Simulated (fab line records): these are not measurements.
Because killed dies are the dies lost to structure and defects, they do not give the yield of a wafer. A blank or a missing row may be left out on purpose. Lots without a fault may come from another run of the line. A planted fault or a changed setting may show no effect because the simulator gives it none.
Which of the tools did it? ; flow n5-finfet ; 24 lots, 72 wafers sampled, at 6 steps of a route of 1938

== WHAT THE GAUGES SHOWED, per wafer ==
N5_BEOL_M0_SAQP_INSPECT_42: inspects for defects (brightfield).
lot;measured;on;raw-defect-count
L074;day 5 17:22;defect-inspect-02;232 229 429
L075;day 5 21:27;defect-inspect-02;226 326 356
L076;day 6 05:50;defect-inspect-01;281 257 372
L077;day 6 12:05;defect-inspect-01;341 262 348
L078;day 6 15:26;defect-inspect-02;328 261 287
L079;day 6 21:47;defect-inspect-02;230 353 171
L080;day 7 02:19;defect-inspect-01;303 341 316
L081;day 7 08:29;defect-inspect-01;236 247 163
L082;day 7 23:51;defect-inspect-01;433 446 234
L083;day 8 00:22;defect-inspect-02;205 231 275
L084;day 8 09:31;defect-inspect-01;251 197 128
L085;day 8 12:49;defect-inspect-01;325 265 309
L086;day 8 17:28;defect-inspect-02;286 345 238
L087;day 8 19:35;defect-inspect-01;286 396 287
L088;day 9 06:04;defect-inspect-02;228 317 169
L089;day 9 11:32;defect-inspect-02;324 405 363
L090;day 9 15:27;defect-inspect-01;232 197 160
L091;day 9 20:53;defect-inspect-02;398 296 303
L092;day 10 02:34;defect-inspect-02;217 313 250
L093;day 10 09:49;defect-inspect-02;300 281 281
L094;day 10 17:09;defect-inspect-02;238 211 258
L095;day 11 03:19;defect-inspect-02;267 306 273
L096;day 11 05:25;defect-inspect-01;334 258 397
L097;day 11 16:17;defect-inspect-01;469 325 428

N5_BEOL_M0_RS_MEAS_126: the measuring method here is four-point-probe.
lot;measured;on;M0_RS (ohm/sq)
L074;day 5 22:36;film-metro-01;0.525 0.522 0.539
L075;day 6 08:16;film-metro-01;0.527 0.528 0.560
L076;day 6 12:55;film-metro-01;0.532 0.569 0.571
L077;day 6 20:54;film-metro-01;0.584 0.516 0.504
L078;day 6 22:23;film-metro-01;0.549 0.549 0.527
L079;day 7 12:59;film-metro-01;0.529 0.528 0.534
L080;day 7 10:01;film-metro-01;0.516 0.509 0.481
L081;day 7 16:35;film-metro-01;0.529 0.504 0.512
L082;day 8 07:54;film-metro-01;0.525 0.514 0.499
L083;day 8 06:14;film-metro-01;0.539 0.585 0.504
L084;day 8 15:44;film-metro-02;0.524 0.568 0.521
L085;day 8 21:43;film-metro-02;0.564 0.497 0.543
L086;day 9 00:04;film-metro-02;0.580 0.533 0.579
L087;day 9 02:25;film-metro-02;0.525 0.579 0.518
L088;day 9 17:10;film-metro-02;0.523 0.545 0.522
L089;day 9 22:14;film-metro-02;0.539 0.560 0.530
L090;day 10 01:31;film-metro-02;0.579 0.581 0.526
L091;day 10 03:59;film-metro-01;0.514 0.524 0.504
L092;day 10 12:41;film-metro-02;0.504 0.527 0.510
L093;day 10 16:38;film-metro-02;0.566 0.535 0.535
L094;day 11 02:13;film-metro-01;0.543 0.538 0.533
L095;day 11 11:19;film-metro-02;0.542 0.571 0.526
L096;day 11 14:11;film-metro-02;0.559 0.509 0.582
L097;day 12 00:14;film-metro-01;0.563 0.532 0.500

== TOOL THAT RAN EACH LOT (tool first, then ch and the chambers of the sampled wafers, then the start) ==
lot;N5_BEOL_M0_SAQP_CUT_ETCH_46;N5_BEOL_M0_SAQP_ALD_48;N5_BEOL_M0_HM_OPEN_105;N5_BEOL_M0_PRE_CLEAN_113
L074;rie-diel-06 ch 0,1,2, day 5 17:35;ald-sin-04 ch 2,3, day 5 17:47;rie-metal-01 ch 0,1, day 5 19:13;pvd-sputter-01, day 5 20:21
L075;rie-diel-03 ch 1,3, day 5 21:34;ald-sin-02 ch 1,2,3, day 5 21:46;rie-metal-02 ch 0,1, day 6 01:43;pvd-sputter-03, day 6 02:41
L076;rie-diel-05 ch 2,3, day 6 05:58;ald-sin-04 ch 0,2,3, day 6 06:10;rie-metal-01 ch 0,1, day 6 09:35;pvd-sputter-02, day 6 10:49
L077;rie-diel-03 ch 1,3, day 6 12:13;ald-sin-04 ch 0,2,3, day 6 12:32;rie-metal-02 ch 0,1, day 6 16:20;pvd-sputter-01, day 6 18:51
L078;rie-diel-06 ch 0,2,3, day 6 15:34;ald-sin-02 ch 0,2,3, day 6 15:46;rie-metal-02 ch 0,1, day 6 18:04;pvd-sputter-01, day 6 19:20
L079;rie-diel-05 ch 0,1,3, day 6 21:57;ald-sin-01 ch 0,1,3, day 6 22:09;rie-metal-03 ch 0,1, day 7 07:38;pvd-sputter-01, day 7 08:59
L080;rie-diel-03 ch 1,2, day 7 02:25;ald-sin-02 ch 0,3, day 7 03:29;rie-metal-01 ch 0,1, day 7 06:51;pvd-sputter-01, day 7 07:59
L081;rie-diel-03 ch 1,2,3, day 7 08:36;ald-sin-01 ch 0,3, day 7 09:20;rie-metal-03 ch 0, day 7 11:05;pvd-sputter-01, day 7 12:46
L082;rie-diel-05 ch 0,2,3, day 7 23:58;ald-sin-04 ch 0,3, day 8 00:10;rie-metal-02 ch 0,1, day 8 03:16;pvd-sputter-02, day 8 04:38
L083;rie-diel-05 ch 0,1,3, day 8 01:01;ald-sin-01 ch 0,2,3, day 8 01:13;rie-metal-01 ch 0,1, day 8 02:55;pvd-sputter-02, day 8 04:10
L084;rie-diel-05 ch 0,1,3, day 8 09:37;ald-sin-04 ch 0,2,3, day 8 10:04;rie-metal-03 ch 0,1, day 8 11:44;pvd-sputter-02, day 8 13:04
L085;rie-diel-06 ch 1,3, day 8 13:04;ald-sin-01 ch 0,1, day 8 13:58;rie-metal-01 ch 0,1, day 8 15:53;pvd-sputter-03, day 8 19:28
L086;rie-diel-05 ch 2,3, day 8 17:35;ald-sin-02 ch 0,2, day 8 17:47;rie-metal-03 ch 0,1, day 8 19:57;pvd-sputter-02, day 8 21:36
L087;rie-diel-06 ch 0,1,3, day 8 19:42;ald-sin-02 ch 0,2, day 8 19:54;rie-metal-03 ch 0,1, day 8 21:27;pvd-sputter-02, day 8 22:55
L088;rie-diel-03 ch 0,1,3, day 9 07:07;ald-sin-04 ch 0,2,3, day 9 07:19;rie-metal-01 ch 0,1, day 9 08:47;pvd-sputter-03, day 9 10:58
L089;rie-diel-05 ch 0,1, day 9 11:39;ald-sin-04 ch 0,2, day 9 11:51;rie-metal-03 ch 0,1, day 9 15:24;pvd-sputter-03, day 9 19:28
L090;rie-diel-06 ch 0,3, day 9 15:56;ald-sin-04 ch 0,2,3, day 9 16:08;rie-metal-03 ch 0,1, day 9 20:14;pvd-sputter-02, day 9 23:08
L091;rie-diel-06 ch 2,3, day 9 21:10;ald-sin-01 ch 1,2, day 9 21:23;rie-metal-02 ch 0,1, day 9 23:00;pvd-sputter-01, day 10 01:37
L092;rie-diel-05 ch 0,2,3, day 10 02:59;ald-sin-01 ch 0,1,2, day 10 03:11;rie-metal-03 ch 0,1, day 10 07:38;pvd-sputter-02, day 10 09:11
L093;rie-diel-03 ch 0,1,2, day 10 09:56;ald-sin-01 ch 0,1,2, day 10 10:08;rie-metal-02 ch 1, day 10 12:02;pvd-sputter-03, day 10 14:32
L094;rie-diel-06 ch 1,3, day 10 17:16;ald-sin-01 ch 1,3, day 10 18:09;rie-metal-02 ch 1, day 10 22:37;pvd-sputter-01, day 11 00:02
L095;rie-diel-03 ch 0,3, day 11 03:26;ald-sin-01 ch 0,2,3, day 11 03:38;rie-metal-03 ch 0,1, day 11 06:23;pvd-sputter-02, day 11 07:29
L096;rie-diel-03 ch 0,2,3, day 11 05:31;ald-sin-04 ch 0,3, day 11 05:43;rie-metal-02 ch 1, day 11 09:41;pvd-sputter-03, day 11 11:23
L097;rie-diel-06 ch 0,2,3, day 11 16:31;ald-sin-02 ch 0,3, day 11 16:43;rie-metal-02 ch 0,1, day 11 20:28;pvd-sputter-03, day 11 21:49
- N5_BEOL_M0_SAQP_CUT_ETCH_46: etches SOC in N2/H2, target depth 135 nm, overetch 27 nm, time 202.5 s.
- N5_BEOL_M0_SAQP_ALD_48: deposits SiO2, target thk 20 nm, pulse time 1 s, co reactant pulse time 1 s.
- N5_BEOL_M0_HM_OPEN_105: chemistry Cl2/BCl3, target TiN, target depth 12 nm.
- N5_BEOL_M0_PRE_CLEAN_113: time 30 s.

== WHAT THE TOOLS THEMSELVES READ (means of the sampled wafers that have a number; where no wafer has one, the mark that the record gives instead) ==
N5_BEOL_M0_SAQP_CUT_ETCH_46.
lot;tool;drypump-motor-current-A (A);n2-flow-sccm (sccm);rf-vpp-V (V);showerhead-plenum-p-Torr (Torr);throttle-valve-pct (%)
L074;rie-diel-06;5.52;199.7;521.1;2.46;17.93
L075;rie-diel-03;5.77;200.3;522.0;2.49;18.00
L076;rie-diel-05;5.55;200.3;524.6;2.54;17.77
L077;rie-diel-03;5.78;200.1;522.2;2.49;18.01
L078;rie-diel-06;5.59;200.0;520.9;2.45;17.85
L079;rie-diel-05;5.76;199.7;526.7;2.63;17.96
L080;rie-diel-03;6.02;199.9;522.3;2.47;17.79
L081;rie-diel-03;5.93;199.9;521.3;2.48;17.91
L082;rie-diel-05;5.60;200.0;524.6;2.57;17.95
L083;rie-diel-05;5.76;199.7;525.7;2.62;17.97
L084;rie-diel-05;5.72;199.7;524.9;2.62;17.98
L085;rie-diel-06;5.80;200.4;521.4;2.44;17.73
L086;rie-diel-05;5.54;199.9;523.6;2.53;17.80
L087;rie-diel-06;5.71;199.9;520.9;2.45;17.74
L088;rie-diel-03;6.03;200.4;522.1;2.49;17.87
L089;rie-diel-05;5.69;199.8;525.8;2.64;17.88
L090;rie-diel-06;5.67;199.7;521.7;2.46;17.65
L091;rie-diel-06;5.69;200.1;524.2;2.53;17.72
L092;rie-diel-05;5.59;200.0;524.8;2.57;17.96
L093;rie-diel-03;6.13;199.9;522.7;2.48;17.77
L094;rie-diel-06;5.79;200.4;520.6;2.43;17.76
L095;rie-diel-03;6.19;199.2;521.3;2.46;17.77
L096;rie-diel-03;6.07;199.8;521.1;2.44;17.82
L097;rie-diel-06;5.60;199.7;524.7;2.54;17.72

N5_BEOL_M0_SAQP_ALD_48.
lot;tool;heater-power-w (W);precursor-pulse-height-rel
L074;ald-sin-04;77;0.994
L075;ald-sin-02;79;0.990
L076;ald-sin-04;75;1.004
L077;ald-sin-04;76;1.015
L078;ald-sin-02;76;1.005
L079;ald-sin-01;79;0.999
L080;ald-sin-02;75;0.999
L081;ald-sin-01;81;0.981
L082;ald-sin-04;78;1.000
L083;ald-sin-01;80;1.017
L084;ald-sin-04;75;1.018
L085;ald-sin-01;80;1.000
L086;ald-sin-02;71;1.004
L087;ald-sin-02;72;1.006
L088;ald-sin-04;75;0.991
L089;ald-sin-04;72;1.008
L090;ald-sin-04;76;0.984
L091;ald-sin-01;76;1.021
L092;ald-sin-01;78;0.994
L093;ald-sin-01;78;0.990
L094;ald-sin-01;80;0.990
L095;ald-sin-01;79;0.987
L096;ald-sin-04;78;1.006
L097;ald-sin-02;79;1.011

N5_BEOL_M0_HM_OPEN_105.
lot;tool;drypump-motor-current-A (A);oes-product-au (a.u.);throttle-valve-pct (%)
L074;rie-metal-01;5.8;0.78;22.02
L075;rie-metal-02;5.5;0.66;22.02
L076;rie-metal-01;5.3;0.80;21.99
L077;rie-metal-02;5.1;0.70;22.02
L078;rie-metal-02;5.1;0.70;22.02
L079;rie-metal-03;5.1;0.78;22.06
L080;rie-metal-01;5.8;0.77;22.01
L081;rie-metal-03;5.5;0.81;21.88
L082;rie-metal-02;5.4;0.65;22.04
L083;rie-metal-01;5.4;0.80;21.99
L084;rie-metal-03;5.1;0.77;22.09
L085;rie-metal-01;5.8;0.76;22.04
L086;rie-metal-03;5.3;0.79;21.97
L087;rie-metal-03;5.3;0.79;21.95
L088;rie-metal-01;5.4;0.79;21.99
L089;rie-metal-03;5.3;0.78;21.97
L090;rie-metal-03;5.1;0.76;22.09
L091;rie-metal-02;5.4;0.64;22.04
L092;rie-metal-03;5.3;0.78;21.98
L093;rie-metal-02;4.7;0.74;21.99
L094;rie-metal-02;4.7;0.72;22.01
L095;rie-metal-03;5.3;0.77;21.99
L096;rie-metal-02;4.7;0.73;22.00
L097;rie-metal-02;5.1;0.80;21.94

N5_BEOL_M0_PRE_CLEAN_113.
lot;tool;heater-power-w (W)
L074;pvd-sputter-01;316
L075;pvd-sputter-03;322
L076;pvd-sputter-02;369
L077;pvd-sputter-01;307
L078;pvd-sputter-01;324
L079;pvd-sputter-01;314
L080;pvd-sputter-01;341
L081;pvd-sputter-01;310
L082;pvd-sputter-02;363
L083;pvd-sputter-02;363
L084;pvd-sputter-02;334
L085;pvd-sputter-03;346
L086;pvd-sputter-02;341
L087;pvd-sputter-02;323
L088;pvd-sputter-03;302
L089;pvd-sputter-03;328
L090;pvd-sputter-02;344
L091;pvd-sputter-01;324
L092;pvd-sputter-02;342
L093;pvd-sputter-03;319
L094;pvd-sputter-01;336
L095;pvd-sputter-02;350
L096;pvd-sputter-03;314
L097;pvd-sputter-03;296

== THE ANSWER, worked out from the rows above alone ==
Rule: what is usual is taken from the lots themselves. Put in order of their means at a reading, lots are off if they are a third of the lots or fewer, leave a main group of 4 or more, and stand apart from it by a gap of 3 or more times the standard deviation of the main group's means; of several such gaps the widest counts. The tables above print the reading to a certain number of digits; a main group whose means all agree to those digits is not used. A lot without any number at a reading at which 4 lots or more have one is off too. Any other lot the step has rows for is counted as sound. Order of review: gauges by route order, followed by the tools' own readings, for which a lot's mean as printed above is used. At the first step where some lot is off, the reading lying furthest off is the one used; lots without a number count as furthest.
Nothing can be told from this: no lot is off at any reading shown.

== WHAT THE SIMULATOR HAD INSERTED ==
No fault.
